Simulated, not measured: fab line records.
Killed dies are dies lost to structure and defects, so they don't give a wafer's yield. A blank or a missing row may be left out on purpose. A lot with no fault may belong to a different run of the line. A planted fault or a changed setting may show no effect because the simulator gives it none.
Chamber matching ; flow nand harc ; NHARC_A_STAIRCASE_TRIM_12 on rie diel-05: 4 sister chambers
The step chemistry O2, time 211.2 s. 16 wafers are shown with their chamber, then 8 later ones without.

EACH WAFER AND ITS CHAMBER
wafer;chamber;showerhead plenum p Torr (Torr);drypump motor current A (A);oes product au (a.u.)
L075.3;3;3.37;6.7;0.983
L075.4;2;3.58;5.3;1.008
L075.6;3;3.37;6.7;0.992
L077.1;2;3.58;5.3;1.010
L077.2;3;3.37;6.6;0.992
L077.3;0;3.38;6.5;0.999
L079.1;0;3.38;6.5;1.003
L079.2;1;3.62;5.3;1.007
L079.4;2;3.58;5.3;1.018
L078.2;3;3.37;6.7;1.003
L078.4;2;3.58;5.3;1.030
L078.6;2;3.58;5.3;1.020
L080.1;2;3.57;5.3;1.021
L080.2;1;3.62;5.2;1.013
L080.4;0;3.38;6.5;1.013
L081.3;1;3.62;5.2;1.001

SIGNATURES (means of the wafers above)
reading;chamber 0;chamber 1;chamber 2;chamber 3;scatter within a chamber
showerhead plenum p Torr;3.3800;3.6200;3.5783;3.3700;0.00264
drypump motor current A;6.500;5.233;5.300;6.675;0.0344
oes product au;1.00500;1.00700;1.01783;0.99250;0.00763
Rule: a wafer's distance from a chamber is the root of the sum, over the readings, of the square of ((its reading less the chamber's mean) divided by the reading's scatter). The wafer belongs to the nearest chamber; if the next one is less than 2 further off, it can't be placed. The scatter: take each reading less its chamber's mean, square it, sum over the shown wafers, divide by the number of wafers less the number of chambers, and take the root.

WAFERS WITH NO CHAMBER GIVEN
wafer;showerhead plenum p Torr (Torr);drypump motor current A (A);oes product au (a.u.)
L081.4;3.57;5.3;1.024
L081.6;3.36;6.7;1.000
L085.4;3.36;6.7;0.995
L085.5;3.61;5.2;0.995
L085.6;3.57;5.3;1.009
L086.2;3.56;5.3;1.027
L086.3;3.61;5.2;1.005
L086.5;3.61;5.2;1.005

THE CHAMBER EACH PASSED THROUGH
wafer;from the rows above;in truth
L081.4;2;2
L081.6;3;3
L085.4;3;3
L085.5;1;1
L085.6;2;2
L086.2;2;2
L086.3;1;1
L086.5;1;1
8 of 8 placed correctly. Not placeable from these rows: 0. Wrongly placed: 0.
